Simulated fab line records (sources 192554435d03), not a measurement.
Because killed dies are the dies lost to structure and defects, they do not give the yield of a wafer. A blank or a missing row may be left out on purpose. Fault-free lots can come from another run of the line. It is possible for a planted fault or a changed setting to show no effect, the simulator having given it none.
fab line records -- flow n5_finfet
record lots=4, wafers=12, last_day=18
route steps=1938 shown BEOL_M2@875 BEOL_M4@1111 PASSIVATION@1936
lots untouched by any fault: they come from a run of this same line in which no faults occurred
start_h: the number of hours between the record's first day and the start of the first shown wafer of the lot -- wait_h: time in hours since the lot's previous step -- " unchanged from the row above -- L1.1+2: one row covering several wafers at once -- - no value present, or no start provided -- * or withheld: withheld -- < > ~ a bound
route shown NAME@n: NAME is a module with steps in the file, n the number in the route of the first one -- usual: the fault-free wafers' mean and standard deviation -- same: alike in all rows -- chamber/n: place in a boat -- sites: per-site readings -- _std_site: how widely they spread, as a standard deviation -- _edge_site: outer sites' mean less inner sites' -- radius_mm: for every site, how far away it sits from the centre of the wafer -- mask NAME#n: copy n -- behind: the most recent tool/chamber to have shaped the wafer -- hold: why the lot went on hold/how many hours it stayed there/how the hold came to an end -- device: transistor that didn't switch, given as n, p or np -- end of line: tests of these same wafers at the route's end -- step lacking rows: just its recipe -- killed: at the first sort, the dies lost to defects and structure; wafer yield is something else -- map: shows each die of a wafer: x if killed, . if not, _ if none is there
set.NAME: the setting that was run; set.NAME@STEP: the one run at that earlier step -- model.NAME: the simulator's own value behind a step, which no gauge read
lots at some steps of the route; a table a step, a row a wafer
services: a tool's chamber out of use, with start hour (start_h, from the record's first day; less than 0 if before it), hours out, and reason
## steps
# step N5_BEOL_M2_DEVELOP_27
# recipe develop_time_s=30, developer=TMAH, resist=CAR-EUV, rinse_liquid=surfactant_rinse, dry=air_spin, dev_temp_c=23
# step N5_BEOL_M2_DESCUM_33
# recipe chemistry=O2, time_s=7, source_power_w=50, bias_power_w=20, pressure_mtorr=20, rf_frequency_hz=2.712e+07, temp_c=40, resist=CAR-EUV, o2_flow_sccm=225
# step N5_BEOL_M2_ETCH_77
# recipe chemistry=N2/H2, target=underlayer, target_depth_a=65, mask_material=CAR-EUV, time_s=5.2, ion_energy_ev=200, pressure_mtorr=30, source_w=840, bias_w=150, n2_flow_sccm=200, h2_flow_sccm=200, ends=cleared
# step N5_BEOL_M2_ETCH_69
# recipe chemistry=CF4, target=SiARC, target_depth_a=156, mask_material=CAR-EUV, time_s=26, ion_energy_ev=80, pressure_mtorr=40, source_w=545, bias_w=36, Ar_flow_sccm=100, cf4_flow_sccm=100, ends=cleared
# step N5_BEOL_M2_ALD_98
# recipe material=SiO2, target_thk_a=25, temp_c=100, ald_precursor_family=BDEAS, ald_co_reactant=O2-plasma, pulse_time_s=1, co_reactant_pulse_time_s=1, purge_time_s=2, co_reactant_purge_time_s=2, ald_cycles=17, pressure_torr=2
# step N5_BEOL_M2_ETCHBACK_99
# recipe chemistry=CHF3, target=SiO2, target_depth_a=50, time_s=10.4, source_w=215, bias_w=47, Ar_flow_sccm=200, CHF3_flow_sccm=12, ion_energy_ev=100, pressure_mtorr=30
# step N5_BEOL_M2_ETCH_70
# recipe chemistry=N2/H2, target=SOC, target_depth_a=800, overetch_a=240, mask_material=SiARC, temp_c=40, time_s=130, ion_energy_ev=200, pressure_mtorr=30, source_w=840, bias_w=150, n2_flow_sccm=200, h2_flow_sccm=200
# step N5_BEOL_M2_STRIP_71
# recipe chemistry=N2/H2, temp_c=40, n2_flow_sccm=200, h2_flow_sccm=200, rf_frequency_hz=6e+07
# step N5_BEOL_M2_STRIP_78
# recipe chemistry=N2/H2, temp_c=40, n2_flow_sccm=200, h2_flow_sccm=200, rf_frequency_hz=6e+07
# step N5_BEOL_M2_VIA_ETCH_34
# recipe chemistry=C4F6/O2, target_depth_a=694, mask_material=SOC, pressure_mtorr=15, ion_energy_ev=250, taper_deg=4, time_s=65.9, source_w=350, bias_w=170, Ar_flow_sccm=300, C4F6_flow_sccm=10, O2_flow_sccm=10
# usual C4F6_flow_sccm=10.00/0.03, O2_flow_sccm=10.00/0.032, drypump_motor_current_A=5.7/0.4, oes_product_au=0.73/0.066, rf_vpp_V=668/12, showerhead_plenum_p_Torr=2.85/0.1, throttle_valve_pct=30.80/0.28
lot.wafer,tool,chamber,start_h,wait_h,C4F6_flow_sccm,O2_flow_sccm,drypump_motor_current_A,oes_product_au,rf_hours_counter_h,rf_vpp_V,showerhead_plenum_p_Torr,throttle_valve_pct,model.SOC_of_BEOL_M2_COAT_67.thk_nm,model.SiARC_of_BEOL_M2_COAT_68.thk_nm
L139.1,rie_diel-02,0,180.65,0.0,-,-,-,-,-,-,-,-,60.2,6
L139.3,rie_diel-02,2,180.65,0.0,-,-,-,-,-,-,-,-,60.2,5.6
L139.5,rie_diel-02,0,180.65,0.0,-,-,-,-,-,-,-,-,60.2,6.2
L142.2,rie_diel-04,1,180.85,0.0,-,-,-,-,-,-,-,-,60,6.2
L142.3,rie_diel-04,0,180.85,0.0,-,-,-,-,-,-,-,-,60,6.2
L142.6,rie_diel-04,0,180.85,0.0,-,-,-,-,-,-,-,-,60,6.2
L156.1,rie_diel-04,1,270.93,0.0,9.96,10.03,5.3,0.69,242,672,2.94,31.25,52.2,0
L156.2,rie_diel-04,0,270.93,0.0,10.07,10.04,5.6,0.76,116,644,2.73,30.34,52.2,0
L156.5,rie_diel-04,3,270.93,0.0,9.98,9.96,5.8,0.67,-,667,2.91,30.94,52.2,0
L155.2,rie_diel-05,0,272.77,0.0,10.02,10.01,5.6,0.67,240,686,2.80,31.21,52.2,0
L155.4,rie_diel-05,1,272.77,0.0,10.07,10.00,6.5,0.95,6,677,3.04,31.03,51.8,0
L155.6,rie_diel-05,0,272.77,0.0,9.99,10.03,5.6,0.67,-,686,2.80,31.21,52.2,0
# step N5_BEOL_M2_STRIP_83
# recipe chemistry=C4F6/O2, resist=SiARC, rf_frequency_hz=6e+07
# step N5_BEOL_M4_RC_MEAS_101
# usual DIBL_N=36.6/1.9, DIBL_P=36.7/2.2, IOFF_N=0.16/0.035, IOFF_P=0.22/0.038, ION_N=672/14, ION_P=462/8.3, SS_N=71.6/0.65, SS_P=73.5/0.72, VT_N=250/3.5, VT_P=-250/3.1
lot.wafer,tool,chamber,start_h,wait_h,DIBL_N[mV/V],DIBL_P[mV/V],IOFF_N[nA/um],IOFF_P[nA/um],ION_N[uA/um],ION_P[uA/um],SS_N[mV/dec],SS_P[mV/dec],VT_N[mV],VT_P[mV]
L156.1,prober-02,0,296.96,0.0,35.7,35.6,0.14,0.19,666,459,71.1,73.4,252,-253
L156.2,prober-02,0,296.96,0.0,33.6,33.6,0.12,0.18,673,462,71.0,72.5,252,-250
L156.5,prober-02,0,296.96,0.0,36.5,37.2,0.16,0.22,676,467,71.4,73.3,250,-251
L155.2,prober-02,0,301.75,0.2,36.4,35.5,0.15,0.19,677,462,71.3,73.3,253,-254
L155.4,prober-02,0,301.75,0.2,40.1,40.6,0.25,0.28,683,460,72.1,74.9,243,-248
L155.6,prober-02,0,301.75,0.2,38.5,37.8,0.19,0.21,700,470,72.1,74.3,247,-253
# step N5_PASSIVATION_PROBE_49
# usual defect_limited_yield=91.6/1.4, killed_at_M0_to_M3=35/10, killed_at_M4_up=13/4.8, killed_at_contacts=12/7.2, killed_at_front_end=36/12, killed_at_other=4/3.1, killed_dies=100/17, killed_on_rim=13/4.2, killed_open=66/13, killed_short=32/7.3, sort_bin_5_function=5.0/0.94, sort_bin_6_memory=3.1/0.67, sort_n_pass=1080/17, sort_yield_pct=91.6/1.4
# same gross_dies=1180, killed_at_back_side=0, sort_bin_4_leakage[%]=0, sort_bin_8_speed[%]=0
lot.wafer,tool,chamber,start_h,wait_h,defect_limited_yield[%],killed_at_M0_to_M3,killed_at_M4_up,killed_at_contacts,killed_at_front_end,killed_at_other,killed_dies,killed_on_rim,killed_open,killed_short,sort_bin_5_function[%],sort_bin_6_memory[%],sort_n_pass,sort_yield_pct[%]
L139.1,prober-01,-,347.61,0.0,0,1128,12,5,27,8,1180,152,67,26,97.0,2.8,0,0
L139.3,prober-01,-,347.71,0.1,0,1089,15,9,65,2,1180,152,69,46,96.2,3.1,0,0
L139.5,prober-01,-,347.81,0.2,0,1120,8,5,34,13,1180,152,66,24,96.9,2.7,0,0
L142.2,prober-02,-,356.07,0.1,0,1121,7,24,23,5,1180,152,73,48,95.3,4.4,0,0
L142.3,prober-02,-,356.12,0.1,0,1125,8,29,17,1,1180,152,52,24,97.2,2.6,0,0
L142.6,prober-02,-,356.27,0.3,0,1108,11,33,25,3,1180,152,68,26,96.9,3.0,0,0
L156.1,prober-01,-,418.56,0.0,91.7,22,20,8,44,4,98,15,71,27,4.5,3.4,1082,91.7
L156.2,prober-01,-,418.61,0.1,92.4,49,8,1,29,3,90,8,65,24,4.1,3.2,1090,92.4
L156.5,prober-01,-,418.76,0.2,92.0,38,7,5,44,0,94,19,59,35,5.0,2.6,1086,92.0
L155.2,prober-02,-,428.03,0.1,91.9,47,14,5,28,1,95,10,67,27,4.8,3.1,1085,91.9
L155.4,prober-02,-,428.13,0.2,92.3,22,11,11,42,5,91,14,63,28,4.2,3.3,1089,92.3
L155.6,prober-02,-,428.23,0.3,91.9,44,16,8,25,3,96,11,71,24,5.0,3.0,1084,91.9
# killed by level:class
L139.1 BEOL_M2:area_etch=1085 STI_FIN_REVEAL:geometric_particle:open=10 BEOL_M2:geometric_particle:open=10 BEOL_M3:geometric_particle:open=10 BEOL_M0_SAQP:geometric_particle:short=7 MOL_CONTACT_COAG:geometric_particle:open=5 BEOL_M0_SAQP:geometric_particle:open=5 BEOL_M1:geometric_particle:open=4
L139.3 BEOL_M2:area_etch=1065 FIN_SAQP:geometric_particle:short=15 GATE_CUT:geometric_particle:short=11 FIN_SAQP:geometric_particle:open=10 STI_FIN_REVEAL:geometric_particle:open=10 BEOL_M0_SAQP:geometric_particle:short=6 MOL_CONTACT_COAG:geometric_particle:open=6 BEOL_M0:geometric_particle:open=6
L139.5 BEOL_M2:area_etch=1089 BEOL_M3:geometric_particle:open=12 GATE_CUT:geometric_particle:open=7 BEOL_M0_SAQP:geometric_particle:short=7 FIN_SAQP:geometric_particle:open=6 STI_FIN_REVEAL:geometric_particle:open=6 GATE_CUT:geometric_particle:short=5 PASS1_CAP:geometric_particle:open=5
L142.2 BEOL_M2:area_etch=1058 BEOL_M0_SAQP:geometric_particle:short=23 MOL_CONTACT_COAG:geometric_particle:open=20 BEOL_M0_SAQP:geometric_particle:open=13 BEOL_M2:geometric_particle:open=12 STI_FIN_REVEAL:geometric_particle:open=6 BEOL_M1:geometric_particle:open=5 MOL_CONTACT_COAG:geometric_particle:short=4
L142.3 BEOL_M2:area_etch=1104 MOL_CONTACT_COAG:geometric_particle:open=24 BEOL_M0_SAQP:geometric_particle:short=9 BEOL_M0_SAQP:geometric_particle:open=7 MOL_CONTACT_COAG:geometric_particle:short=5 FIN_SAQP:geometric_particle:short=4 STI_FIN_REVEAL:geometric_particle:open=4 BEOL_M2:geometric_particle:short=3
L142.6 BEOL_M2:area_etch=1084 MOL_CONTACT_COAG:geometric_particle:open=26 STI_FIN_REVEAL:geometric_particle:open=10 BEOL_M2:geometric_particle:open=8 MOL_CONTACT_COAG:geometric_particle:short=7 BEOL_M0_SAQP:geometric_particle:short=6 BEOL_M3:geometric_particle:open=6 FIN_SAQP:geometric_particle:short=5
L156.1 STI_FIN_REVEAL:geometric_particle:open=12 BEOL_M4:geometric_particle:open=10 MOL_CONTACT_COAG:geometric_particle:open=8 BEOL_M2:geometric_particle:open=6 GATE_CUT:geometric_particle:short=5 FIN_SAQP:geometric_particle:open=4 FIN_SAQP:geometric_particle:short=4 BEOL_M0_SAQP:geometric_particle:open=4
L156.2 STI_FIN_REVEAL:geometric_particle:open=10 BEOL_M2:geometric_particle:open=10 BEOL_M3:geometric_particle:open=10 BEOL_M0_SAQP:geometric_particle:open=9 BEOL_M0_SAQP:geometric_particle:short=7 BEOL_M1:geometric_particle:open=7 DUMMY_GATE:geometric_particle:open=5 BEOL_M4:geometric_particle:open=5
L156.5 BEOL_M0_SAQP:geometric_particle:open=16 STI_FIN_REVEAL:geometric_particle:open=9 BEOL_M0_SAQP:geometric_particle:short=9 FIN_SAQP:geometric_particle:open=8 GATE_CUT:geometric_particle:short=8 FIN_SAQP:geometric_particle:short=5 MOL_CONTACT_COAG:geometric_particle:open=4 BEOL_M1:geometric_particle:open=4
L155.2 BEOL_M2:geometric_particle:open=16 BEOL_M3:geometric_particle:open=12 BEOL_M0_SAQP:geometric_particle:short=7 STI_FIN_REVEAL:geometric_particle:open=6 GATE_CUT:geometric_particle:short=5 MOL_CONTACT_COAG:geometric_particle:open=5 BEOL_M0_SAQP:geometric_particle:open=4 BEOL_M5:geometric_particle:short=4
L155.4 STI_FIN_REVEAL:geometric_particle:open=16 MOL_CONTACT_COAG:geometric_particle:open=9 BEOL_M2:geometric_particle:open=6 STI_FIN_REVEAL:geometric_particle:short=5 BEOL_M0_SAQP:geometric_particle:open=5 FIN_SAQP:geometric_particle:open=4 GATE_CUT:geometric_particle:open=4 BEOL_M5:geometric_particle:open=4
L155.6 BEOL_M2:geometric_particle:open=16 BEOL_M0_SAQP:geometric_particle:open=7 BEOL_M3:geometric_particle:open=7 FIN_SAQP:geometric_particle:open=6 BEOL_M2:geometric_particle:short=6 MOL_CONTACT_COAG:geometric_particle:open=6 BEOL_M4:geometric_particle:open=6 STI_FIN_REVEAL:geometric_particle:open=5
# map L139.1 (x killed, . not)
_________________xxxxxxxxxxxx________________
______________xxxxxxxxxxxxxxxxxx_____________
___________xxxxxxxxxxxxxxxxxxxxxxxx__________
__________xxxxxxxxxxxxxxxxxxxxxxxxxx_________
________xxxxxxxxxxxxxxxxxxxxxxxxxxxxxx_______
_______xxxxxxxxxxxxxxxxxxxxxxxxxxxxxxxx______
______xxxxxxxxxxxxxxxxxxxxxxxxxxxxxxxxxx_____
_____xxxxxxxxxxxxxxxxxxxxxxxxxxxxxxxxxxxx____
____xxxxxxxxxxxxxxxxxxxxxxxxxxxxxxxxxxxxxx___
___xxxxxxxxxxxxxxxxxxxxxxxxxxxxxxxxxxxxxxxx__
___xxxxxxxxxxxxxxxxxxxxxxxxxxxxxxxxxxxxxxxx__
__xxxxxxxxxxxxxxxxxxxxxxxxxxxxxxxxxxxxxxxxxx_
__xxxxxxxxxxxxxxxxxxxxxxxxxxxxxxxxxxxxxxxxxx_
_xxxxxxxxxxxxxxxxxxxxxxxxxxxxxxxxxxxxxxxxxxxx
_xxxxxxxxxxxxxxxxxxxxxxxxxxxxxxxxxxxxxxxxxxxx
_xxxxxxxxxxxxxxxxxxxxxxxxxxxxxxxxxxxxxxxxxxxx
_xxxxxxxxxxxxxxxxxxxxxxxxxxxxxxxxxxxxxxxxxxxx
_xxxxxxxxxxxxxxxxxxxxxxxxxxxxxxxxxxxxxxxxxxxx
_xxxxxxxxxxxxxxxxxxxxxxxxxxxxxxxxxxxxxxxxxxxx
_xxxxxxxxxxxxxxxxxxxxxxxxxxxxxxxxxxxxxxxxxxxx
_xxxxxxxxxxxxxxxxxxxxxxxxxxxxxxxxxxxxxxxxxxxx
__xxxxxxxxxxxxxxxxxxxxxxxxxxxxxxxxxxxxxxxxxx_
__xxxxxxxxxxxxxxxxxxxxxxxxxxxxxxxxxxxxxxxxxx_
___xxxxxxxxxxxxxxxxxxxxxxxxxxxxxxxxxxxxxxxx__
___xxxxxxxxxxxxxxxxxxxxxxxxxxxxxxxxxxxxxxxx__
____xxxxxxxxxxxxxxxxxxxxxxxxxxxxxxxxxxxxxx___
_____xxxxxxxxxxxxxxxxxxxxxxxxxxxxxxxxxxxx____
______xxxxxxxxxxxxxxxxxxxxxxxxxxxxxxxxxx_____
_______xxxxxxxxxxxxxxxxxxxxxxxxxxxxxxxx______
________xxxxxxxxxxxxxxxxxxxxxxxxxxxxxx_______
__________xxxxxxxxxxxxxxxxxxxxxxxxxx_________
___________xxxxxxxxxxxxxxxxxxxxxxxx__________
______________xxxxxxxxxxxxxxxxxx_____________
_________________xxxxxxxxxxxx________________
# map L142.2 (x killed, . not)
_________________xxxxxxxxxxxx________________
______________xxxxxxxxxxxxxxxxxx_____________
___________xxxxxxxxxxxxxxxxxxxxxxxx__________
__________xxxxxxxxxxxxxxxxxxxxxxxxxx_________
________xxxxxxxxxxxxxxxxxxxxxxxxxxxxxx_______
_______xxxxxxxxxxxxxxxxxxxxxxxxxxxxxxxx______
______xxxxxxxxxxxxxxxxxxxxxxxxxxxxxxxxxx_____
_____xxxxxxxxxxxxxxxxxxxxxxxxxxxxxxxxxxxx____
____xxxxxxxxxxxxxxxxxxxxxxxxxxxxxxxxxxxxxx___
___xxxxxxxxxxxxxxxxxxxxxxxxxxxxxxxxxxxxxxxx__
___xxxxxxxxxxxxxxxxxxxxxxxxxxxxxxxxxxxxxxxx__
__xxxxxxxxxxxxxxxxxxxxxxxxxxxxxxxxxxxxxxxxxx_
__xxxxxxxxxxxxxxxxxxxxxxxxxxxxxxxxxxxxxxxxxx_
_xxxxxxxxxxxxxxxxxxxxxxxxxxxxxxxxxxxxxxxxxxxx
_xxxxxxxxxxxxxxxxxxxxxxxxxxxxxxxxxxxxxxxxxxxx
_xxxxxxxxxxxxxxxxxxxxxxxxxxxxxxxxxxxxxxxxxxxx
_xxxxxxxxxxxxxxxxxxxxxxxxxxxxxxxxxxxxxxxxxxxx
_xxxxxxxxxxxxxxxxxxxxxxxxxxxxxxxxxxxxxxxxxxxx
_xxxxxxxxxxxxxxxxxxxxxxxxxxxxxxxxxxxxxxxxxxxx
_xxxxxxxxxxxxxxxxxxxxxxxxxxxxxxxxxxxxxxxxxxxx
_xxxxxxxxxxxxxxxxxxxxxxxxxxxxxxxxxxxxxxxxxxxx
__xxxxxxxxxxxxxxxxxxxxxxxxxxxxxxxxxxxxxxxxxx_
__xxxxxxxxxxxxxxxxxxxxxxxxxxxxxxxxxxxxxxxxxx_
___xxxxxxxxxxxxxxxxxxxxxxxxxxxxxxxxxxxxxxxx__
___xxxxxxxxxxxxxxxxxxxxxxxxxxxxxxxxxxxxxxxx__
____xxxxxxxxxxxxxxxxxxxxxxxxxxxxxxxxxxxxxx___
_____xxxxxxxxxxxxxxxxxxxxxxxxxxxxxxxxxxxx____
______xxxxxxxxxxxxxxxxxxxxxxxxxxxxxxxxxx_____
_______xxxxxxxxxxxxxxxxxxxxxxxxxxxxxxxx______
________xxxxxxxxxxxxxxxxxxxxxxxxxxxxxx_______
__________xxxxxxxxxxxxxxxxxxxxxxxxxx_________
___________xxxxxxxxxxxxxxxxxxxxxxxx__________
______________xxxxxxxxxxxxxxxxxx_____________
_________________xxxxxxxxxxxx________________
## services
tool,chamber,start_h,hours,kind
rie_diel-02,0,205.33,-,clean
rie_diel-02,0,205.33,-,consumable_replace:focus_ring
rie_diel-02,0,205.33,-,consumable_replace:showerhead
rie_diel-02,0,205.33,23.1,scheduled_down
rie_diel-02,0,205.33,23.1,vent_cycle
rie_diel-05,1,232.24,-,clean
rie_diel-05,1,232.24,-,consumable_replace:focus_ring
rie_diel-05,1,232.24,-,consumable_replace:showerhead
rie_diel-05,1,232.24,23.2,scheduled_down
rie_diel-05,1,232.24,23.2,vent_cycle
rie_diel-02,1,236.01,1.8,repair
rie_diel-04,-,241.54,0.5,repair
rie_diel-02,-,268.92,2.8,pm
## key
first_sign step=N5_BEOL_M2_VIA_ETCH_34, reading=tool_record, direction=missing
effect step=N5_PASSIVATION_PROBE_49, reading=killed_at_M0_to_M3, direction=up, sigmas=99+, usual=35, struck=1115
model_effect step=N5_BEOL_M2_VIA_ETCH_34, value=SOC_of_BEOL_M2_COAT_67.thk_nm, without=52.03, struck=60.1
more_kills_born_at N5_BEOL_M2_VIA_ETCH_34@rie_diel-04=3246, N5_BEOL_M2_VIA_ETCH_34@rie_diel-02=3239
met_at N5_BEOL_M2_VIA_ETCH_34
struck_wafers L139.1,L139.3,L139.5,L142.2,L142.3,L142.6
later_rows_left_out L139.1,L139.3,L139.5,L142.2,L142.3,L142.6
fault kind=skipped_step_whole, tool=rie_diel-02,rie_diel-04, chamber=-, onset_h=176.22, steps=N5_BEOL_M2_VIA_ETCH_34, scope=struck_lots_only
# later_rows_left_out: the simulator's readings of these wafers behind a module that went badly wrong aren't trusted and aren't shown, but for the sort
